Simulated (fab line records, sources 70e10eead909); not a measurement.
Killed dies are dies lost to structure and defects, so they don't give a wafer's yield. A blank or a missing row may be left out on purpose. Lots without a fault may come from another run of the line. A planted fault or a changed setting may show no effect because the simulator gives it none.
fab line records | flow nand_harc
record lots=5 wafers=15 last_day=24
route steps=1159 shown P_GATE@155 END@1159
lots that met no fault: from a run of the same line without faults
start_h: hours from the record's first day to the start of the lot's first wafer shown | wait_h: hours since the lot's step before | " the same as in the row above | L1.1+2: a row that stands for several wafers | - no value, or no start given | * or withheld: withheld | < > ~ a bound
route shown NAME@n: a module of which the file shows steps, and the number in the route of the first | usual: mean/standard deviation of fault-free wafers | same: alike in all rows | chamber/n: place in a boat | sites: the reading at each site | _std_site: their standard deviation | _edge_site: outer sites' mean less inner sites' | radius_mm: how far each site lies from the wafer's centre | mask NAME#n: copy n | behind: the tool/chamber that last shaped the wafer | hold: why the lot was held/for how many hours/how that ended | device: the transistor (n, p or np) that didn't switch | end of line: the same wafers' tests at the end of the route | a step without rows: its recipe alone | killed: dies lost to structure and defects at the first sort, not the wafer's yield | map: a wafer's dies, x killed, . not, _ none there
set.NAME: the setting as run; set.NAME@STEP: as run at that earlier step | model.NAME: the simulator's own value behind a step, which no gauge read
lots at some steps of the route; a table a step, a row a wafer
services: from which hour (start_h, from the record's first day; less than 0 if before it) a tool's chamber was out of use, for how many hours, and why
## steps
# step NHARC_P_GATE_ALD_36
# recipe target_thk_a=200 pulse_time_s=60 ald_cycles=223 temp_c=400 material=SiNx
# usual heater_power_w=810/74 precursor_pulse_height_rel=1.001/0.021
# same ald_cycles=223
# columns lot.wafer tool chamber start_h wait_h heater_power_w precursor_pulse_height_rel
L171.3 ald_sin-02 0 129.20 - 653 0.971
L171.1 " 2 130.59 - 825 1.007
L171.4 " 3 136.13 - 885 0.998
L175.1 ald_sin-03 1 157.29 - 877 0.996
L175.2 " 0 160.49 - 772 0.983
L175.5 " 1 161.56 - 897 0.993
L177.4 ald_sin-02 2 170.00 - 825 1.049
L177.2 " 0 172.12 - 645 0.975
L177.5 " 2 174.25 - 811 0.981
L186.1 ald_sin-03 3 213.64 - 757 1.004
L186.4 " 2 216.79 - 862 1.006
L186.5 " 0 218.89 - 764 1.012
L188.2 ald_sin-01 1 228.37 - 703 1.016
L188.1 " 2 229.43 - 776 0.987
L188.6 " 1 232.61 - 743 0.986
# step NHARC_P_GATE_ETCHBACK_37
# recipe target_depth_a=345 time_s=17.2 chf3_flow_sccm=50 o2_flow_sccm=10 ar_flow_sccm=200 rf_w=500 bias_w=200 chemistry=CHF3/O2
# usual drypump_motor_current_A=5.6/0.39 oes_product_au=0.95/0.035 rf_vpp_V=370.6/2.3 showerhead_plenum_p_Torr=2.41/0.099 throttle_valve_pct=20.572/0.0089
# columns lot.wafer tool chamber start_h wait_h drypump_motor_current_A oes_product_au rf_hours_counter_h rf_vpp_V showerhead_plenum_p_Torr throttle_valve_pct
L171.3 rie_diel-04 2 - - 5.4 1.00 7 369.7 2.38 20.569
L171.1 " 3 " " 5.6 0.99 10 372.0 2.45 20.560
L171.4 " 1 " " 6.0 0.98 6 371.9 2.45 20.591
L175.2 rie_diel-04 3 - - 5.6 0.92 22 369.9 2.44 20.579
L175.1 " 1 " " 6.0 0.92 18 371.9 2.45 20.573
L175.5 " 3 " " 5.6 0.92 - 372.6 2.44 20.563
L177.4 rie_diel-04 1 - - 5.9 0.91 23 372.5 2.45 20.571
L177.2 " 0 " " 5.0 0.93 25 373.2 2.54 20.571
L177.5 " 1 " " 5.9 0.92 - 372.1 2.45 20.575
L186.1 rie_diel-04 1 - - 5.9 0.92 41 370.9 2.44 20.577
L186.4 " 2 " " 5.4 0.93 43 369.2 2.37 20.562
L186.5 " 1 " " 6.0 0.91 - 373.0 2.44 20.571
L188.1 rie_diel-03 1 - - 5.4 0.99 1 372.4 2.47 20.566
L188.2 " 3 " " 5.7 0.98 1 368.4 2.29 20.568
L188.6 " 2 " " 6.2 1.01 - 366.6 2.25 20.581
# step NHARC_P_GATE_STRIP_101
# recipe time_s=20 o2_flow_sccm=500 ar_flow_sccm=0 bias_w=0 chemistry=O2
# usual drypump_motor_current_A=5.6/0.4 oes_product_au=1.000/0.014 rf_vpp_V=57.8/0.98 showerhead_plenum_p_Torr=3.55/0.15 throttle_valve_pct=17.037/0.0093
# columns lot.wafer tool chamber start_h wait_h drypump_motor_current_A oes_product_au rf_hours_counter_h rf_vpp_V showerhead_plenum_p_Torr throttle_valve_pct
L171.3 rie_diel-04 3 140.80 0.1 5.6 0.989 10 56.7 3.60 17.032
L171.4 " 1 " " 5.9 1.001 6 56.6 3.60 17.018
L171.1 " 2 " " 5.4 1.013 7 58.8 3.50 17.034
L175.1 rie_diel-04 2 166.96 0.1 5.4 1.008 20 58.8 3.49 17.035
L175.2 " 3 " " 5.6 0.989 22 56.7 3.59 17.048
L175.5 " 1 " " 6.0 1.002 - 56.8 3.60 17.044
L177.4 rie_diel-04 0 179.64 0.1 5.0 1.005 25 59.1 3.72 17.033
L177.2 " 1 " " 6.0 0.993 23 57.6 3.59 17.046
L177.5 " 0 " " 5.0 1.017 - 58.8 3.72 17.040
L186.1 rie_diel-04 0 223.20 0.1 5.0 1.012 43 58.3 3.71 17.032
L186.4 " 1 " " 6.0 0.999 41 58.1 3.58 17.027
L186.5 " 3 " " 5.6 0.998 - 57.6 3.58 17.016
L188.2 rie_diel-03 3 236.96 0.1 5.8 0.974 1 58.3 3.37 17.044
L188.1 " 1 " " 5.4 1.001 1 60.0 3.62 17.029
L188.6 " 3 " " 5.8 0.966 - 58.3 3.37 17.032
# step NHARC_P_GATE_PRECLEAN_97
# recipe time_s=600 temp_c=120 chemistry=SPM
# step NHARC_P_GATE_SRD_98
# step NHARC_P_GATE_PRECLEAN_99
# recipe time_s=* temp_c=50 bath_age_min=0 chemistry=SC1
# step NHARC_P_GATE_SRD_100
# step NHARC_P_GATE_DEHYDRATE_38
# recipe temp_c=150 time_s=120
# step NHARC_P_GATE_HMDS_39
# recipe time_s=30
# step NHARC_P_GATE_COAT_40
# recipe spin_rpm=3000
# step NHARC_P_GATE_SOFTBAKE_41
# recipe temp_c=122 time_s=95
# step NHARC_P_GATE_EBR_42
# step NHARC_P_GATE_EXPOSE_43
# recipe na=0.6 target_cd_nm=720 dose_mj=14.81 mask_id=P_NSD
# columns lot.wafer tool chamber start_h wait_h mask
L171.1+3+4 krf_scanner-01 0 141.57 - P_NSD#0
L175.1+2+5 krf_scanner-04 0 167.59 - P_NSD_R1#0
L177.2+4+5 krf_scanner-04 0 180.41 - P_NSD#0
L186.1+4+5 krf_scanner-01 0 223.97 - P_NSD#0
L188.1+2+6 krf_scanner-04 0 237.73 - P_NSD#0
# step NHARC_P_GATE_PEB_44
# recipe peb_temp_c=118 peb_time_s=85
# step NHARC_P_GATE_DEVELOP_45
# recipe time_s=70
# step NHARC_P_GATE_CD_MEAS_46
# recipe target_cd_nm=720 landing_energy_ev=500
# usual cd_nm=720.0/2.3
# columns lot.wafer tool chamber start_h wait_h cd_nm
L171.1 cd_sem-02 0 141.72 - 719.7
L171.3 " 0 " " 722.9
L171.4 " 0 " " 719.0
L175.1 cd_sem-03 0 167.75 - 698.8
L175.2 " 0 " " 696.9
L175.5 " 0 " " 696.7
L177.2 cd_sem-01 0 180.57 - 716.5
L177.4 " 0 " " 720.2
L177.5 " 0 " " 718.7
L186.1 cd_sem-02 0 224.12 - 721.5
L186.4 " 0 " " 718.9
L186.5 " 0 " " 719.5
L188.1 cd_sem-02 0 237.89 - 721.0
L188.2 " 0 " " 717.8
L188.6 " 0 " " 722.3
# step NHARC_P_GATE_HARDBAKE_47
# recipe temp_c=125 time_s=80
# step NHARC_P_GATE_DESCUM_48
# recipe time_s=3 o2_flow_sccm=200 ar_flow_sccm=0 bias_power_w=0 chemistry=O2
# usual drypump_motor_current_A=5.6/0.41 oes_product_au=1.001/0.014 rf_vpp_V=57.8/0.86 showerhead_plenum_p_Torr=1.92/0.085 throttle_valve_pct=11.310/0.0093
# columns lot.wafer tool chamber start_h wait_h drypump_motor_current_A oes_product_au rf_hours_counter_h rf_vpp_V showerhead_plenum_p_Torr throttle_valve_pct model.P_GATE.cd_nm
L171.1 rie_diel-04 2 141.89 - 5.4 1.001 7 57.4 1.90 11.316 719.2
L171.4 " 3 " " 5.6 0.996 10 57.8 1.95 11.292 719
L171.3 " 0 " " 5.0 1.012 9 56.7 2.03 11.317 723.1
L175.2 rie_diel-01 0 167.93 - 5.8 1.001 7 58.1 1.98 11.299 696.4
L175.1 " 1 " " 5.3 1.024 7 59.5 2.07 11.310 698.9
L175.5 " 2 " " 6.1 1.018 - 58.3 1.96 11.297 696.3
L177.4 rie_diel-04 2 180.76 - 5.4 1.008 26 57.8 1.89 11.302 720.1
L177.2 " 3 " " 5.6 0.986 28 58.8 1.95 11.316 716.5
L177.5 " 0 " " 5.0 1.018 - 58.7 2.03 11.320 719.6
L186.4 rie_diel-03 0 224.36 - 5.1 1.007 0 57.5 1.88 11.330 718.8
L186.1 " 1 " " 5.4 1.007 0 56.9 1.97 11.316 720.4
L186.5 " 2 " " 6.2 1.013 - 56.7 1.78 11.302 718.6
L188.1 rie_diel-01 3 238.05 - 5.0 0.999 31 57.1 1.81 11.312 722.2
L188.2 " 0 " " 5.8 1.004 28 57.9 1.97 11.313 717.8
L188.6 " 0 " " 5.8 1.004 - 59.5 1.97 11.312 721.8
# step NHARC_P_GATE_IMPLANT_49
# recipe energy_kev=30 dose_cm2=3e+15 tilt_deg=7
# step NHARC_END_SORT_01
# recipe temp_c=25
# usual killed_at_array=31/11 killed_at_other=0.5/0.78 killed_at_periphery=3.0/2 killed_dies=34/12 killed_open=3.2/2 killed_short=1.9/1.6
# same gross_dies=677
# columns lot.wafer tool chamber start_h wait_h killed_at_array killed_at_other killed_at_periphery killed_dies killed_open killed_short
L171.1 prober-01 0 481.58 2.6 30 0 0 30 1 1
L171.3 prober-01 0 483.20 3.2 34 0 6 40 4 5
L171.4 prober-01 0 484.01 3.4 28 2 5 35 3 5
L175.1 prober-01 0 497.37 2.5 20 0 2 22 1 2
L175.2 prober-01 0 498.16 2.8 18 0 3 21 1 4
L175.5 prober-01 0 500.55 3.7 14 0 4 18 4 1
# killed by level:class
L171.1 A_CHANNEL_HOLE_D1:chamber_film_flake=16 A_BLC:chamber_film_flake=5 A_CONTACT:chamber_film_flake=4 A_STAIRCASE:chamber_film_flake=2 A_CHANNEL_FILL_D1:geometric_particle:short=1 A_M0:geometric_particle:open=1 A_SLIT:chamber_film_flake=1
L171.3 A_CHANNEL_HOLE_D1:chamber_film_flake=15 A_STAIRCASE:chamber_film_flake=5 A_CONTACT:chamber_film_flake=5 P_M0:geometric_particle:short=3 A_BLC:chamber_film_flake=3 A_SLIT:chamber_film_flake=2 P_CONTACT:geometric_particle:open=1 P_M0:geometric_particle:open=1
L171.4 A_CHANNEL_HOLE_D1:chamber_film_flake=11 A_STAIRCASE:chamber_film_flake=5 A_BLC:chamber_film_flake=5 A_CONTACT:chamber_film_flake=2 THIN_TSV:chamber_film_flake=2 P_GATE:geometric_particle:open=1 P_CONTACT:geometric_particle:open=1 P_CONTACT:geometric_particle:short=1
L175.1 A_CHANNEL_HOLE_D1:chamber_film_flake=6 A_STAIRCASE:chamber_film_flake=4 A_SLIT:chamber_film_flake=3 A_ZERO_WELL:chamber_film_flake=2 A_CHANNEL_FILL_D1:chamber_film_flake=2 P_GATE:geometric_particle:open=1 A_WL_FILL:geometric_particle:short=1 A_CONTACT:geometric_particle:short=1
L175.2 A_STAIRCASE:chamber_film_flake=7 A_CHANNEL_HOLE_D1:chamber_film_flake=3 A_ONON_D1:geometric_particle:short=2 P_ZERO_WELL:chamber_film_flake=2 A_CONTACT:chamber_film_flake=2 A_CHANNEL_HOLE_D1:geometric_particle:short=1 A_WL_FILL:geometric_particle:short=1 A_BLC:geometric_particle:open=1
L175.5 A_CHANNEL_HOLE_D1:chamber_film_flake=3 A_STAIRCASE:chamber_film_flake=3 A_SLIT:chamber_film_flake=3 P_ZERO_WELL:chamber_film_flake=2 P_STI:geometric_particle:open=1 P_CONTACT:geometric_particle:open=1 A_ONON_D1:geometric_particle:short=1 A_CONTACT:geometric_particle:open=1
## services
# columns tool chamber start_h hours kind
ald_sin-03 - 106.50 10.0 pm
rie_diel-04 - 111.97 9.0 pm
rie_diel-04 0 111.97 9.0 vent_cycle
rie_diel-04 1 111.97 9.0 vent_cycle
rie_diel-04 2 111.97 9.0 vent_cycle
rie_diel-04 3 111.97 9.0 vent_cycle
ald_sin-02 1 117.99 23.3 repair
rie_diel-04 0 120.97 - clean
rie_diel-04 1 120.97 - clean
rie_diel-04 2 120.97 - clean
rie_diel-04 3 120.97 - clean
krf_scanner-04 - 126.00 4.0 pm
rie_diel-01 - 137.80 9.0 pm
rie_diel-04 0 146.48 - clean
rie_diel-04 1 146.48 - clean
rie_diel-04 2 146.48 - clean
krf_scanner-01 - 155.91 1.9 repair
rie_diel-01 - 168.95 1.2 repair
rie_diel-03 0 177.10 7.7 repair
ald_sin-03 3 188.18 14.7 repair
krf_scanner-01 - 190.47 0.6 repair
rie_diel-03 - 215.33 9.0 pm
ald_sin-02 - 231.46 10.0 pm
rie_diel-03 0 231.57 7.3 repair
## key
first_sign step=NHARC_P_GATE_EXPOSE_43 reading=mask direction=changed
effect step=NHARC_P_GATE_CD_MEAS_46 reading=cd_nm direction=down sigmas=9.8 usual=720.0 struck=697.5
model_effect step=NHARC_P_GATE_DESCUM_48 value=P_GATE.cd_nm without=719.1 struck=697.2
met_at NHARC_P_GATE_EXPOSE_43
struck_wafers L175.1,L175.2,L175.5
tester_left_out L175
fault kind=wrong_mask tool=any chamber=- onset_h=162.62 steps=NHARC_P_GATE_EXPOSE_43 aux_copy=P_NSD_R1#0 cd_offset_nm=-21.979 scope=struck_lots_only
# tester_left_out: of these lots the tester's yield and bins aren't shown, on N5 and GAA mostly nor the transistor test; their killed dies are dies lost to structure and defects alone, not to doping, threshold or leakage, so they don't give the yield
